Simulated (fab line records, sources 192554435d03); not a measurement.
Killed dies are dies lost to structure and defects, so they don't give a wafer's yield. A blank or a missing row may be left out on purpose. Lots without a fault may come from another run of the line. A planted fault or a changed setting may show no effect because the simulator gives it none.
Which tool did it? | flow n5_finfet | 9 lots, 27 wafers sampled, at 5 steps of a route of 1938

WHAT THE GAUGES READ, wafer by wafer
N5_BEOL_M4_RC_MEAS_101. Usual: DIBL_N 36.3 mV/V, standard deviation 1.6; DIBL_P 36.2 mV/V, standard deviation 2.1; IOFF_N 0.16 nA/um, standard deviation 0.031; IOFF_P 0.21 nA/um, standard deviation 0.034; ION_N 673 uA/um, standard deviation 11; ION_P 461 uA/um, standard deviation 7.4; SS_N 71.6 mV/dec, standard deviation 0.55; SS_P 73.3 mV/dec, standard deviation 0.66; VT_N 251 mV, standard deviation 3.2; VT_P -251 mV, standard deviation 3.5.
lot  | measured     | on        | DIBL_N (mV/V)  | DIBL_P (mV/V)  | IOFF_N (nA/um) | IOFF_P (nA/um) | ION_N (uA/um) | ION_P (uA/um) | SS_N (mV/dec)  | SS_P (mV/dec)  | VT_N (mV)   | VT_P (mV)      | flag
L806 | day 8 17:03  | prober-02 | 36.0 38.8 38.9 | 35.8 39.2 39.4 | 0.14 0.20 0.19 | 0.22 0.28 0.28 | 661 679 675   | 460 467 473   | 72.0 71.9 72.2 | 73.4 74.3 74.7 | 255 249 248 | -250 -244 -244 |
L812 | day 9 19:12  | prober-01 | 34.6 36.0 35.9 | 34.2 36.7 36.5 | 0.14 0.18 0.17 | 0.17 0.20 0.20 | 675 683 694   | 458 469 469   | 71.9 71.6 72.3 | 73.1 73.8 74.3 | 252 249 249 | -255 -251 -252 |
L813 | day 10 06:25 | prober-01 | 35.0 37.7 36.8 | 33.8 36.7 34.5 | 0.13 0.19 0.15 | 0.17 0.21 0.18 | 672 676 661   | 456 456 453   | 70.8 72.4 71.7 | 72.5 73.1 72.5 | 256 249 253 | -254 -251 -254 |
L818 | day 11 05:26 | prober-02 | 37.3 33.8 35.9 | 38.7 33.8 36.8 | 0.19 0.12 0.17 | 0.27 0.20 0.24 | 687 680 680   | 475 476 469   | 71.9 70.7 71.6 | 73.0 72.2 73.1 | 245 252 247 | -241 -248 -244 |
L816 | day 11 05:43 | prober-01 | 36.4 35.1 38.9 | 38.2 35.3 40.0 | 0.18 0.15 0.22 | 0.25 0.19 0.27 | 687 670 682   | 474 457 467   | 71.8 71.4 72.6 | 73.9 73.2 74.5 | 246 249 246 | -248 -250 -250 |
L819 | day 11 13:49 | prober-02 | 36.2 38.6 35.8 | 33.6 36.5 33.4 | 0.13 0.18 0.13 | 0.19 0.23 0.19 | 663 679 653   | 451 464 456   | 71.1 71.7 71.4 | 72.5 73.8 73.3 | 253 252 253 | -255 -248 -254 |
L817 | day 11 16:39 | prober-02 | 36.4 34.2 34.8 | 34.9 32.6 34.5 | 0.15 0.12 0.14 | 0.19 0.16 0.19 | 674 643 660   | 457 451 459   | 71.6 71.2 70.7 | 72.7 71.4 73.0 | 248 255 253 | -251 -251 -252 |
L824 | day 13 07:39 | prober-01 | 34.2 37.2 36.9 | 32.7 37.0 36.4 | 0.10 0.15 0.14 | 0.14 0.19 0.19 | 656 667 666   | 455 456 463   | 70.4 71.2 71.6 | 71.8 72.6 72.9 | 257 251 252 | -254 -253 -255 |
L825 | day 13 10:01 | prober-01 | 37.9 39.1 39.1 | 38.5 41.1 41.7 | 0.19 0.23 0.25 | 0.23 0.28 0.29 | 687 697 708   | 466 472 478   | 71.7 73.3 72.5 | 74.6 74.0 74.3 | 248 245 243 | -249 -248 -248 |

WHICH TOOL RAN EACH LOT (tool, then ch and the chambers of the sampled wafers, then the start)
lot  | N5_BEOL_M1_ETCH_74                 | N5_BEOL_M1_ETCH_63                 | N5_BEOL_M1_ALD_98                 | N5_BEOL_M1_STRIP_97
L806 | rie_diel-05 ch 0,2, day 7 01:19    | rie_diel-05 ch 0,2, day 7 01:20    | ald_sin-02 ch 2,3, day 7 02:25    | rie_diel-03 ch 1,2,3, day 8 17:03 or earlier
L812 | rie_diel-05 ch 0,1, day 8 08:25    | rie_diel-05 ch 0,1, day 8 08:26    | ald_sin-03 ch 1,2,3, day 8 09:25  | rie_diel-03 ch 0,1,3, day 9 19:12 or earlier
L813 | rie_diel-05 ch 1,2,3, day 8 16:25  | rie_diel-05 ch 1,2,3, day 8 16:25  | ald_sin-03 ch 0,1,3, day 8 17:41  | rie_diel-05 ch 1,2, day 10 06:25 or earlier
L818 | rie_diel-01 ch 2,3, day 9 17:22    | rie_diel-01 ch 2,3, day 9 17:23    | ald_sin-04 ch 0,2, day 9 18:43    | rie_diel-01 ch 0,2,3, day 11 05:26 or earlier
L816 | rie_diel-01 ch 0,1, day 9 20:30    | rie_diel-01 ch 0,1, day 9 20:31    | ald_sin-02 ch 2,3, day 9 21:55    | rie_diel-01 ch 1,2, day 11 05:43 or earlier
L819 | rie_diel-03 ch 0,1,3, day 10 00:08 | rie_diel-03 ch 0,1,3, day 10 00:08 | ald_sin-02 ch 2,3, day 10 02:03   | rie_diel-01 ch 1,2, day 11 13:49 or earlier
L817 | rie_diel-03 ch 1,2, day 10 09:12   | rie_diel-03 ch 1,2, day 10 09:13   | ald_sin-02 ch 0,1,2, day 10 10:11 | rie_diel-05 ch 2,3, day 11 16:39 or earlier
L824 | rie_diel-03 ch 0,1,2, day 11 11:30 | rie_diel-03 ch 0,1,2, day 11 11:31 | ald_sin-03 ch 0,2,3, day 11 12:55 | rie_diel-01 ch 1,2,3, day 13 07:39 or earlier
L825 | rie_diel-05 ch 1,2,3, day 11 23:40 | rie_diel-05 ch 1,2,3, day 11 23:41 | ald_sin-03 ch 0,1, day 12 01:03   | rie_diel-03 ch 0,1,2, day 13 10:01 or earlier
- N5_BEOL_M1_ETCH_74: etches underlayer in N2/H2, target depth 6.5 nm, time 5.2 s.
- N5_BEOL_M1_ETCH_63: etches SiARC in CF4, target depth 15.6 nm, time 26 s.
- N5_BEOL_M1_ALD_98: deposits SiO2, target thk 2.5 nm, pulse time 1 s, co reactant pulse time 1 s.
- N5_BEOL_M1_STRIP_97: strips in N2/H2, time 10 s.

WHAT THE TOOLS THEMSELVES READ (means of the sampled wafers that have a number; where no wafer has one, the mark that the record gives instead)
N5_BEOL_M1_ETCH_74. Usual: chamber_pressure_mTorr 30.00 mTorr, standard deviation 0.041; drypump_motor_current_A 5.7 A, standard deviation 0.53; etch_rf_on_time_s 5.20 s, standard deviation 0.12; oes_product_au 0.66 a.u., standard deviation 0.061; rf_vpp_V 524 V, standard deviation 3; showerhead_plenum_p_Torr 2.55 Torr, standard deviation 0.1; throttle_valve_pct 17.81 %, standard deviation 0.27.
lot  | tool        | chamber_pressure_mTorr (mTorr) | drypump_motor_current_A (A) | etch_rf_on_time_s (s) | oes_product_au (a.u.) | rf_vpp_V (V) | showerhead_plenum_p_Torr (Torr) | throttle_valve_pct (%) | flag
L806 | rie_diel-05 | 29.98                          | 6.4                         | 5.01                  | 0.70                  | 524          | 2.57                            | 17.55                  |
L812 | rie_diel-05 | 29.98                          | 5.9                         | 5.19                  | 0.69                  | 525          | 2.58                            | 17.67                  |
L813 | rie_diel-05 | 30.04                          | 6.2                         | 5.14                  | 0.68                  | 527          | 2.66                            | 17.51                  |
L818 | rie_diel-01 | 30.00                          | 5.2                         | 5.28                  | 0.59                  | 522          | 2.46                            | 18.12                  |
L816 | rie_diel-01 | 30.03                          | 5.2                         | 5.10                  | 0.73                  | 526          | 2.59                            | 17.97                  |
L819 | rie_diel-03 | 30.01                          | 5.8                         | 5.28                  | 0.64                  | 524          | 2.55                            | 17.98                  |
L817 | rie_diel-03 | 29.99                          | 5.4                         | 5.26                  | 0.67                  | 520          | 2.44                            | 17.70                  |
L824 | rie_diel-03 | 30.01                          | 5.7                         | 5.27                  | 0.65                  | 521          | 2.48                            | 17.89                  |
L825 | rie_diel-05 | 29.99                          | 6.2                         | 5.25                  | 0.64                  | 526          | 2.65                            | 17.55                  |

N5_BEOL_M1_ETCH_63. Usual: chamber_pressure_mTorr 40.00 mTorr, standard deviation 0.038; drypump_motor_current_A 5.7 A, standard deviation 0.53; etch_rf_on_time_s 25.9 s, standard deviation 0.66; oes_product_au 0.67 a.u., standard deviation 0.062; rf_vpp_V 184.1 V, standard deviation 1.3; showerhead_plenum_p_Torr 2.14 Torr, standard deviation 0.075; throttle_valve_pct 15.55 %, standard deviation 0.23.
lot  | tool        | chamber_pressure_mTorr (mTorr) | drypump_motor_current_A (A) | etch_rf_on_time_s (s) | oes_product_au (a.u.) | rf_vpp_V (V) | showerhead_plenum_p_Torr (Torr) | throttle_valve_pct (%) | flag
L806 | rie_diel-05 | 40.01                          | 6.4                         | 24.9                  | 0.70                  | 183.9        | 2.15                            | 15.26                  |
L812 | rie_diel-05 | 40.01                          | 5.9                         | 25.4                  | 0.70                  | 184.7        | 2.17                            | 15.43                  |
L813 | rie_diel-05 | 39.99                          | 6.2                         | 25.7                  | 0.68                  | 185.2        | 2.23                            | 15.31                  |
L818 | rie_diel-01 | 40.00                          | 5.2                         | 26.5                  | 0.59                  | 183.3        | 2.06                            | 15.82                  |
L816 | rie_diel-01 | 40.01                          | 5.2                         | 25.2                  | 0.74                  | 184.9        | 2.16                            | 15.56                  |
L819 | rie_diel-03 | 40.05                          | 5.8                         | 26.3                  | 0.65                  | 183.8        | 2.14                            | 15.61                  |
L817 | rie_diel-03 | 39.99                          | 5.4                         | 25.8                  | 0.68                  | 182.5        | 2.07                            | 15.62                  |
L824 | rie_diel-03 | 40.01                          | 5.7                         | 26.3                  | 0.65                  | 183.5        | 2.09                            | 15.64                  |
L825 | rie_diel-05 | 40.01                          | 6.1                         | 25.9                  | 0.66                  | 185.0        | 2.22                            | 15.35                  |

N5_BEOL_M1_ALD_98. Usual: heater_power_w 81 W, standard deviation 7.5; precursor_pulse_height_rel 0.999, standard deviation 0.021; susceptor_temp_C 100.02 C, standard deviation 0.13.
lot  | tool       | heater_power_w (W) | precursor_pulse_height_rel | susceptor_temp_C (C) | flag
L806 | ald_sin-02 | 84                 | 0.992                      | 99.91                |
L812 | ald_sin-03 | 84                 | 1.004                      | -                    | OFF
L813 | ald_sin-03 | 89                 | 1.014                      | -                    | OFF
L818 | ald_sin-04 | 82                 | 0.993                      | 100.02               |
L816 | ald_sin-02 | 83                 | 0.992                      | 100.06               |
L819 | ald_sin-02 | 82                 | 1.003                      | 100.01               |
L817 | ald_sin-02 | 76                 | 1.002                      | 99.89                |
L824 | ald_sin-03 | 88                 | 1.008                      | 100.08               |
L825 | ald_sin-03 | 90                 | 0.986                      | 99.87                |

N5_BEOL_M1_STRIP_97. Usual: chamber_pressure_mTorr 20.001 mTorr, standard deviation 0.017; drypump_motor_current_A 5.6 A, standard deviation 0.5; oes_product_au 0.78 a.u., standard deviation 0.081; rf_vpp_V 59.1 V, standard deviation 0.87; showerhead_plenum_p_Torr 2.53 Torr, standard deviation 0.086; throttle_valve_pct 23.7 %, standard deviation 0.41.
lot  | tool        | chamber_pressure_mTorr (mTorr) | drypump_motor_current_A (A) | oes_product_au (a.u.) | rf_vpp_V (V) | showerhead_plenum_p_Torr (Torr) | throttle_valve_pct (%) | flag
L806 | rie_diel-03 | 20.017                         | 5.5                         | 0.80                  | 59.6         | 2.51                            | 23.6                   |
L812 | rie_diel-03 | 20.013                         | 5.8                         | 0.78                  | 58.5         | 2.55                            | 23.9                   |
L813 | rie_diel-05 | 20.019                         | 6.3                         | 0.82                  | 59.8         | 2.69                            | 23.4                   |
L818 | rie_diel-01 | 20.009                         | 5.1                         | 0.74                  | 59.0         | 2.51                            | 24.0                   |
L816 | rie_diel-01 | 20.002                         | 5.3                         | 0.73                  | 59.2         | 2.53                            | 24.0                   |
L819 | rie_diel-01 | 19.989                         | 5.3                         | 0.73                  | 58.5         | 2.52                            | 24.0                   |
L817 | rie_diel-05 | 19.981                         | 6.4                         | 0.76                  | 60.0         | 2.64                            | 23.2                   |
L824 | rie_diel-01 | 20.001                         | 5.4                         | 0.83                  | 58.6         | 2.50                            | 23.8                   |
L825 | rie_diel-03 | 20.001                         | 5.7                         | 0.76                  | 58.9         | 2.47                            | 23.7                   |

THE ANSWER, worked out from the rows above alone
Rule: a lot is off if the mean of its wafers that have a number lies more than 3 standard deviations from the usual mean. A lot without any number at a reading at which 4 lots or more have one is off too. The other lots that the step has rows for count as sound. The gauges are gone through in route order, then the tools' own readings, and for those a lot's mean is taken as printed above. The first step at which some lot is off is used, and at that step the reading that is off furthest; a lot without a number counts as furthest.
Off: L812, L813, at N5_BEOL_M1_ALD_98 (susceptor_temp_C). Without a number there: L812, L813.
A tool fits if, at that step or a process step before it, it ran every lot that is off, and no sound lot after the first of them. None of those tried fits.

WHAT THE SIMULATOR HAD PUT IN
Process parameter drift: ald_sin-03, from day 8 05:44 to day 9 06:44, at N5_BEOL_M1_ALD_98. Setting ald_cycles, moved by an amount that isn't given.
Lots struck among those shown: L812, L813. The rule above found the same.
